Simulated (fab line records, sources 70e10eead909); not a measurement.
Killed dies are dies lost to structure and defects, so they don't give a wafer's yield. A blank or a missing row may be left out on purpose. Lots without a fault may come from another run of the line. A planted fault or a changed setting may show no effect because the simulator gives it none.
Which tool did it? | flow nand_harc | 11 lots, 33 wafers sampled, at 5 steps of a route of 1302

WHAT THE GAUGES READ, wafer by wafer
NHARC_END_SORT_01.
lot  | measured     | on        | killed_at_array | killed_at_other | killed_at_periphery | killed_dies | killed_open | killed_short
L961 | day 32 18:20 | prober-01 | 66 43           | 1 1             | 6 3                 | 73 47       | 3 2         | 5 2
L963 | day 33 14:32 | prober-01 | 80              | 5               | 3                   | 88          | 1           | 3

WHICH TOOL RAN EACH LOT (tool, then ch and the chambers of the sampled wafers, then the start)
lot  | NHARC_A_CONTACT_STRIP_82                      | NHARC_A_CONTACT_DEP_85          | NHARC_A_CONTACT_ETCH_88            | NHARC_A_CONTACT_ETCH_98
L943 | rie_diel-04 ch 1,3, day 22 11:04 or earlier   | pecvd-03 ch 1,2, day 22 11:04   | rie_diel-04 ch 0,1,3, day 22 12:04 | rie_diel-08 ch 0,1,2, no start
L944 | rie_diel-04 ch 0,1,3, day 23 02:30 or earlier | pecvd-02 ch 0,2, day 23 02:30   | rie_diel-04 ch 0,1, day 23 03:26   | rie_diel-05 ch 2,3, no start
L946 | rie_diel-04 ch 1,2,3, day 23 04:10 or earlier | pecvd-03 ch 0,1, day 23 04:10   | rie_diel-08 ch 0,1,3, day 23 05:08 | rie_diel-08 ch 0,2, no start
L942 | rie_diel-08 ch 0,1,3, day 23 04:35 or earlier | pecvd-02 ch 0,2, day 23 04:35   | rie_diel-08 ch 0,1,2, day 23 05:37 | rie_diel-08 ch 0,1,2, no start
L949 | rie_diel-05 ch 0,1,2, day 24 04:12 or earlier | pecvd-04 ch 1,2, day 24 04:12   | rie_diel-04 ch 1,2,3, day 24 05:11 | rie_diel-04 ch 0,1,3, no start
L947 | rie_diel-05 ch 1,2,3, day 24 06:13 or earlier | pecvd-04 ch 0,1,2, day 24 06:13 | rie_diel-08 ch 1,2, day 24 07:04   | rie_diel-05 ch 1,2, no start
L951 | rie_diel-04 ch 1,2, day 25 12:53 or earlier   | pecvd-03 ch 1,2, day 25 12:53   | rie_diel-08 ch 1,2,3, day 25 13:52 | rie_diel-04 ch 0,3, no start
L953 | rie_diel-08 ch 1,3, day 26 14:27 or earlier   | pecvd-03 ch 0,1,2, day 26 14:27 | rie_diel-04 ch 0,2, day 26 15:19   | rie_diel-04 ch 0,1, no start
L961 | rie_diel-04 ch 1,2,3, day 30 07:59 or earlier | pecvd-03 ch 0,1, day 30 07:59   | rie_diel-04 ch 1,2,3, day 30 08:59 | rie_diel-04 ch 1,3, day 32 18:20 or earlier
L963 | rie_diel-05 ch 0,2,3, day 31 09:23 or earlier | pecvd-02 ch 1,2, day 31 09:23   | rie_diel-04 ch 0,3, day 31 10:16   | rie_diel-05 ch 0,2,3, day 33 14:32 or earlier
L965 | rie_diel-04 ch 0,2,3, day 32 05:02 or earlier | pecvd-03 ch 0,1, day 32 05:02   | rie_diel-05 ch 0,2, day 32 06:07   | rie_diel-08 ch 0,1,3, no start
- NHARC_A_CONTACT_STRIP_82: strips in O2.
- NHARC_A_CONTACT_DEP_85: deposits SiON, target thk 60 nm.
- NHARC_A_CONTACT_ETCH_88: etches the open film in CF4, target depth 39 nm, time 65 s.
- NHARC_A_CONTACT_ETCH_98: etches the open film in C4F6/O2, target depth 20 nm, time 10 s.

WHAT THE TOOLS THEMSELVES READ (means of the sampled wafers that have a number; where no wafer has one, the mark that the record gives instead)
NHARC_A_CONTACT_STRIP_82.
lot  | tool        | drypump_motor_current_A (A) | mfc_ar_sccm (sccm) | oes_product_au (a.u.) | rf_vpp_V (V) | showerhead_plenum_p_Torr (Torr) | throttle_valve_pct (%)
L943 | rie_diel-04 | 5.64                        | 0.005              | 1.016                 | 57.7         | 3.63                            | 17.032
L944 | rie_diel-04 | 5.65                        | 0.015              | 0.997                 | 57.7         | 3.48                            | 17.035
L946 | rie_diel-04 | 5.75                        | 0.003              | 0.998                 | 57.4         | 3.60                            | 17.037
L942 | rie_diel-08 | 5.83                        | 0.008              | 1.004                 | 58.1         | 3.57                            | 17.026
L949 | rie_diel-05 | 5.87                        | 0.010              | 0.998                 | 57.4         | 3.65                            | 17.035
L947 | rie_diel-05 | 5.98                        | 0.020              | 0.993                 | 58.3         | 3.55                            | 17.038
L951 | rie_diel-04 | 5.84                        | 0.000              | 1.007                 | 59.0         | 3.57                            | 17.030
L953 | rie_diel-08 | 5.56                        | 0.000              | 1.000                 | 57.7         | 3.58                            | 17.034
L961 | rie_diel-04 | 5.72                        | 0.003              | 1.009                 | 58.0         | 3.58                            | 17.044
L963 | rie_diel-05 | 5.80                        | 0.020              | 1.008                 | 57.6         | 3.53                            | 17.036
L965 | rie_diel-04 | 5.86                        | 0.015              | 0.992                 | 58.3         | 3.71                            | 17.040

NHARC_A_CONTACT_DEP_85.
lot  | tool     | chamber_pressure_Torr (Torr) | heater_power_w (W)
L943 | pecvd-03 | 3.504                        | 710
L944 | pecvd-02 | 3.500                        | 851
L946 | pecvd-03 | 3.510                        | 770
L942 | pecvd-02 | 3.498                        | 850
L949 | pecvd-04 | 3.499                        | 764
L947 | pecvd-04 | 3.498                        | 722
L951 | pecvd-03 | 3.504                        | 744
L953 | pecvd-03 | 3.495                        | 792
L961 | pecvd-03 | 3.499                        | 755
L963 | pecvd-02 | 3.504                        | 808
L965 | pecvd-03 | 3.505                        | 819

NHARC_A_CONTACT_ETCH_88.
lot  | tool        | bias_w (W) | drypump_motor_current_A (A) | mfc_ar_sccm (sccm) | oes_product_au (a.u.) | rf_vpp_V (V) | showerhead_plenum_p_Torr (Torr) | throttle_valve_pct (%)
L943 | rie_diel-04 | 99.7       | 5.64                        | 0.015              | 1.001                 | 151.0        | 1.74                            | 13.281
L944 | rie_diel-04 | 99.7       | 5.69                        | 0.024              | 0.996                 | 149.2        | 1.67                            | 13.285
L946 | rie_diel-08 | 100.1      | 5.79                        | 0.008              | 1.002                 | 151.3        | 1.79                            | 13.282
L942 | rie_diel-08 | 100.0      | 6.05                        | 0.014              | 1.002                 | 152.8        | 1.83                            | 13.283
L949 | rie_diel-04 | 99.9       | 5.73                        | 0.003              | 1.011                 | 151.6        | 1.80                            | 13.275
L947 | rie_diel-08 | 100.3      | 6.16                        | 0.006              | 1.007                 | 152.9        | 1.88                            | 13.274
L951 | rie_diel-08 | 99.9       | 5.82                        | 0.006              | 1.000                 | 151.2        | 1.84                            | 13.281
L953 | rie_diel-04 | 100.1      | 5.91                        | 0.012              | 1.000                 | 150.3        | 1.76                            | 13.279
L961 | rie_diel-04 | 100.3      | 5.72                        | 0.003              | 0.901                 | 151.0        | 1.80                            | 13.277
L963 | rie_diel-04 | 100.2      | 5.79                        | 0.027              | 0.944                 | 152.4        | 1.89                            | 13.286
L965 | rie_diel-05 | 99.8       | 5.67                        | 0.010              | 1.012                 | 151.8        | 1.82                            | 13.273

NHARC_A_CONTACT_ETCH_98.
lot  | tool        | bias_w (W) | c4f6_flow_sccm (sccm) | drypump_motor_current_A (A) | mfc_ar_sccm (sccm) | oes_product_au (a.u.) | rf_vpp_V (V) | showerhead_plenum_p_Torr (Torr) | throttle_valve_pct (%)
L943 | rie_diel-08 | 500.9      | 25.01                 | 6.07                        | 500.3              | 0.949                 | 549          | 4.07                            | 26.910
L944 | rie_diel-05 | 500.9      | 25.00                 | 5.86                        | 499.4              | 0.952                 | 544          | 3.83                            | 26.905
L946 | rie_diel-08 | 500.5      | 25.04                 | 5.92                        | 498.2              | 0.946                 | 548          | 3.95                            | 26.899
L942 | rie_diel-08 | 499.7      | 24.95                 | 6.07                        | 499.4              | 0.971                 | 550          | 4.06                            | 26.899
L949 | rie_diel-04 | 499.0      | 25.03                 | 5.65                        | 499.5              | 0.956                 | 546          | 3.87                            | 26.907
L947 | rie_diel-05 | 500.4      | 25.08                 | 5.92                        | 499.0              | 0.950                 | 547          | 3.92                            | 26.903
L951 | rie_diel-04 | 501.0      | 25.05                 | 5.74                        | 501.2              | 0.950                 | 544          | 3.80                            | 26.909
L953 | rie_diel-04 | 501.1      | 25.01                 | 5.58                        | 499.9              | 0.954                 | 543          | 3.75                            | 26.906
L961 | rie_diel-04 | 499.8      | 25.07                 | 5.64                        | 499.6              | 0.954                 | 549          | 4.01                            | 26.902
L963 | rie_diel-05 | 498.2      | 24.99                 | 5.79                        | 499.0              | 0.956                 | 547          | 3.93                            | 26.904
L965 | rie_diel-08 | 500.0      | 24.98                 | 5.79                        | 500.5              | 0.972                 | 546          | 3.92                            | 26.914

THE ANSWER, worked out from the rows above alone
Rule: what is usual is taken from the lots themselves. Put in order of their means at a reading, lots are off if they are a third of the lots or fewer, leave a main group of 4 or more, and stand apart from it by a gap of 3 or more times the standard deviation of the main group's means; of several such gaps the widest counts. A main group whose means are all the same, to the digits that the tables above print for the reading, isn't used. A lot without any number at a reading at which 4 lots or more have one is off too. The other lots that the step has rows for count as sound. The gauges are gone through in route order, then the tools' own readings, and for those a lot's mean is taken as printed above. The first step at which some lot is off is used, and at that step the reading that is off furthest; a lot without a number counts as furthest.
Off: L961, L963, at NHARC_A_CONTACT_ETCH_88 (oes_product_au). The main group: mean 1.003 a.u., standard deviation 0.0051.
A tool fits if, at that step or a process step before it, it ran every lot that is off, and no sound lot after the first of them. NHARC_A_CONTACT_STRIP_82 gives no start for some lots, so the hours and the order of its lots are those of NHARC_A_CONTACT_DEP_85. One fits: rie_diel-04 at NHARC_A_CONTACT_ETCH_88. Its last sound lot is L953 (day 26 15:19), its first lot that is off L961 (day 30 08:59): a fault that began between those two fits.
The tool's own readings at NHARC_A_CONTACT_ETCH_88 bear it out: on the lots that are off they differ by more than 5 times the standard deviation of the sound lots' means. oes_product_au reads 0.922 a.u. there against 1.003 a.u. on the sound lots.

WHAT THE SIMULATOR HAD PUT IN
Process parameter drift: rie_diel-04, from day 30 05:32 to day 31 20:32, at NHARC_A_CONTACT_ETCH_88. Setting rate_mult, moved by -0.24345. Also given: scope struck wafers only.
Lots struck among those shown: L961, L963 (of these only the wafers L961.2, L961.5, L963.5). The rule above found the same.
